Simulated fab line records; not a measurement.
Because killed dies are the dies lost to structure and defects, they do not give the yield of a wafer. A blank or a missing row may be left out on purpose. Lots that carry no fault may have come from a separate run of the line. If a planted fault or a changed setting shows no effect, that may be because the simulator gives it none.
Chamber matching :: flow nand harc :: 4 sister chambers for NHARC_A_M1_ETCH_35 on rie diel-06
The step etches the open film in N2/H2, target depth 40 nm, overetch 12 nm, time 43.94 s. 4 wafers are shown with their chamber, then 7 later ones without.

== EACH WAFER AND ITS CHAMBER ==
wafer: L079.1
chamber: 0
showerhead plenum p Torr (Torr): 2.18

wafer: L087.1
chamber: 2
showerhead plenum p Torr (Torr): 1.94

wafer: L091.1
chamber: 1
showerhead plenum p Torr (Torr): 2.09

wafer: L091.3
chamber: 3
showerhead plenum p Torr (Torr): 2.14

== WAFERS WITH NO CHAMBER GIVEN ==
wafer: L091.4
showerhead plenum p Torr (Torr): 2.17

wafer: L097.3
showerhead plenum p Torr (Torr): 2.17

wafer: L097.5
showerhead plenum p Torr (Torr): 2.09

wafer: L097.6
showerhead plenum p Torr (Torr): 2.17

wafer: L096.1
showerhead plenum p Torr (Torr): 1.94

wafer: L096.3
showerhead plenum p Torr (Torr): 2.09

wafer: L096.4
showerhead plenum p Torr (Torr): 2.14

== CHAMBER TAKEN BY EACH ==
wafer: L091.4
from the rows above: 0
in truth: 0

wafer: L097.3
from the rows above: 0
in truth: 0

wafer: L097.5
from the rows above: 1
in truth: 1

wafer: L097.6
from the rows above: 0
in truth: 0

wafer: L096.1
from the rows above: 2
in truth: 2

wafer: L096.3
from the rows above: 1
in truth: 1

wafer: L096.4
from the rows above: 3
in truth: 3
Placed correctly: 7 of 7. From these rows, 0 cannot be placed. Number placed wrongly: 0.
How it was worked out, from the rows above alone: a wafer's distance from a chamber is the root of the sum, over the readings, of the square of ((its reading less the chamber's mean) divided by the reading's scatter). The wafer belongs to the nearest chamber; if the next one is less than 2 further off, it can't be placed. The mean given for a chamber averages the wafers shown for that chamber. The scatter: with one shown wafer a chamber, the root of the mean of the squares of how far each hidden wafer lies from its nearest shown one.
